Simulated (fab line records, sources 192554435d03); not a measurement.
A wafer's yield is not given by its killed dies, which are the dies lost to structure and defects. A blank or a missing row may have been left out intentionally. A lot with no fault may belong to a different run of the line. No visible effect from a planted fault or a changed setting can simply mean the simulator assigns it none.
2 desks looking at one fault ; flow n5-finfet ; numbers are kept per desk, each desk with only its own; the story behind them comes last

## FROM THE METROLOGY DESK
What the gauges read for every lot (on any tool): the sampled wafers with a number, averaged. The brackets show how far a lot's mean lies from the usual mean; more than 4 standard deviations puts the lot out of limits, marked OUT. Shown here are 7 of its 11 readings, the ones lying furthest out on some lot.
Columns: A = M2_RS at N5_BEOL_M2_RS_MEAS_58, usual 0.669 ohm/sq; B = DIBL_P at N5_BEOL_M4_RC_MEAS_101, usual 35.9 mV/V; C = IOFF_N at N5_BEOL_M4_RC_MEAS_101, usual 0.155 nA/um; D = IOFF_P at N5_BEOL_M4_RC_MEAS_101, usual 0.201 nA/um; E = ION_N at N5_BEOL_M4_RC_MEAS_101, usual 672 uA/um; F = SS_N at N5_BEOL_M4_RC_MEAS_101, usual 71.6 mV/dec; G = VT_N at N5_BEOL_M4_RC_MEAS_101, usual 250.0 mV
lot;first seen here;A;B;C;D;E;F;G
L495;day 8 05:08;0.649;36.4;0.151;0.192;667;71.6;251.9
L494;day 8 07:08;0.659;36.2;0.168;0.212;675;71.5;248.9
L498;day 9 06:29;0.671;37.3;0.179;0.195;674;71.7;247.0
L500;day 9 22:27;0.678;37.1;0.156;0.211;674;71.6;250.3
L507;day 11 08:04;0.622;35.1;0.138;0.184;667;71.3;252.8
L509;day 12 04:52;0.663;37.3;0.162;0.210;675;72.4;249.2
L511;day 12 15:46;0.660;38.3;0.208;0.246;681;71.8;243.9
L512;day 12 18:29;0.725;35.3;0.148;0.183;672;71.2;250.5
L513;day 12 20:37;0.654;33.7;0.128;0.184;657;71.3;254.4
This desk found nothing out of limits on any of the 9 lots.

## TOOL OWNER'S DESK, pecvd-04
The tool's own readings at N5_BEOL_M2_PECVD_72 (deposits SiO2 from TEOS/O2, target thk 16 nm, time 18 s): means of the sampled wafers that have a number, for each lot that ran on this tool. The brackets show how far a lot's mean lies from the usual mean; more than 4 standard deviations puts the lot out of limits, marked OUT.
Columns: A = heater-power-w at N5_BEOL_M2_PECVD_72, usual 783 W; B = showerhead-plenum-p-Torr at N5_BEOL_M2_PECVD_72, usual 8.78 Torr; C = throttle-valve-pct at N5_BEOL_M2_PECVD_72, usual 21.8 %
lot;first seen here;A;B;C
L495;day 7 16:30;975;8.76;21.4
L498;day 8 19:58;918;8.77;21.1
L500;day 9 07:07;860;8.81;21.4
L511;day 12 06:36;813;8.83;20.6
L513;day 12 09:58;855;8.79;21.0
This desk found nothing out of limits on any of the 5 lots.

## TAKEN TOGETHER
The metrology desk saw nothing out of limits.
The desk of the tool owner found nothing out of limits.

## WHAT THE SIMULATOR HAD PUT IN
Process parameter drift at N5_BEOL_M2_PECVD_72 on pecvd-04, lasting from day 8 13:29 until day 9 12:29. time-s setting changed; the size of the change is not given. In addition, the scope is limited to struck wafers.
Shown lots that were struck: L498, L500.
